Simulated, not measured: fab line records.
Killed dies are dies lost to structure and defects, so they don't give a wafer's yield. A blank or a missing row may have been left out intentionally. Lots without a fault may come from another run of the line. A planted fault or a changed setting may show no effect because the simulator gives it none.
A lot that was struck, set against a sound lot	flow nand harc	18 steps out of a route of 1159
Sound: wafers L786.1, L786.3, L786.5. Wafers struck: L792.1, L792.4, L792.6. Last of all comes the cause.
Order at every step that has rows: each side's tool, ch and its chambers, its first start. Under that, the readings that differ: sound wafers	struck wafers	difference of the means	sigmas: that difference in standard deviations of wafers without a fault.
alike: readings with means less than 2 such deviations apart, plus words and numbers identical on both sides. not compared: withheld readings, readings lacking a value on some wafer, bounds such as >300 that could conceal the same value, and numbers that have no deviation in the record and whose values overlap.
Wherever a step has rows on one side only, a row that says differs or no value, or a row with sigmas, the two part there. Numbers that have no deviation but don't overlap get no sigmas and don't part them. A reading missing from all wafers of one side parts the sides only when that side holds two or more wafers.

NHARC_P_ZERO_WELL_CD_MEAS_24: target cd 720 nm.
  sound on cd sem-03 ch 0, day 1 20:38; struck on cd sem-03 ch 0, day 3 08:29
  alike: cd nm
then, 1 step without rows for these wafers: NHARC_P_ZERO_WELL_HARDBAKE_25 (time 80 s).
NHARC_P_ZERO_WELL_DESCUM_26: chemistry O2, time 3 s.
  sound on rie diel-07 ch 0,1,3, day 1 20:49; struck on rie diel-02 ch 0,2,3, day 3 08:38
  alike: drypump motor current A, oes product au, rf vpp V, showerhead plenum p Torr, throttle valve pct
  not compared: rf hours counter h
then, 9 steps without rows for these wafers: NHARC_P_ZERO_WELL_IMPLANT_27; NHARC_P_ZERO_WELL_IMPLANT_57; NHARC_P_ZERO_WELL_IMPLANT_58; NHARC_P_ZERO_WELL_STRIP_28 (strips in SPM, time 840 s); NHARC_P_ZERO_WELL_DEHYDRATE_29 (time 120 s); NHARC_P_ZERO_WELL_HMDS_30 (time 30 s); NHARC_P_ZERO_WELL_COAT_31; NHARC_P_ZERO_WELL_SOFTBAKE_32 (time 95 s); NHARC_P_ZERO_WELL_EBR_33.
NHARC_P_ZERO_WELL_EXPOSE_34: exposes mask P PWELL, target cd 720 nm.
  sound on krf scanner-03 ch 0, day 2 14:16; struck on krf scanner-03 ch 0, day 3 09:50
reading	sound	struck	difference	sigmas
mask	P_PWELL#0 P_PWELL#0 P_PWELL#0	P_HVPW#0 P_HVPW#0 P_HVPW#0	differs	
then, 2 steps without rows for these wafers: NHARC_P_ZERO_WELL_PEB_35 (peb time 85 s); NHARC_P_ZERO_WELL_DEVELOP_36 (time 70 s).
NHARC_P_ZERO_WELL_CD_MEAS_37: target cd 720 nm.
  sound on cd sem-02 ch 0, day 2 14:25; struck on cd sem-01 ch 0, day 3 09:59
reading	sound	struck	difference	sigmas
cd nm (nm)	718.3 719.0 718.4	- - -	no value on the struck wafers	
then, 1 step without rows for these wafers: NHARC_P_ZERO_WELL_HARDBAKE_38 (time 80 s).
-- the record jumps here: 18 days lie between the struck wafers' starts before and after (it left off in module P_ZERO_WELL and takes up again in module END, whose first step shown is number 1159 of the route) --
NHARC_END_SORT_01:
  only the struck wafers appear in the record here, on prober-01 ch 0 at day 21 07:11; the sound ones have no rows

WHERE THEY PART
First at NHARC_P_ZERO_WELL_EXPOSE_34; last, within this record, at NHARC_END_SORT_01.

WHY: what had been put in by the simulator
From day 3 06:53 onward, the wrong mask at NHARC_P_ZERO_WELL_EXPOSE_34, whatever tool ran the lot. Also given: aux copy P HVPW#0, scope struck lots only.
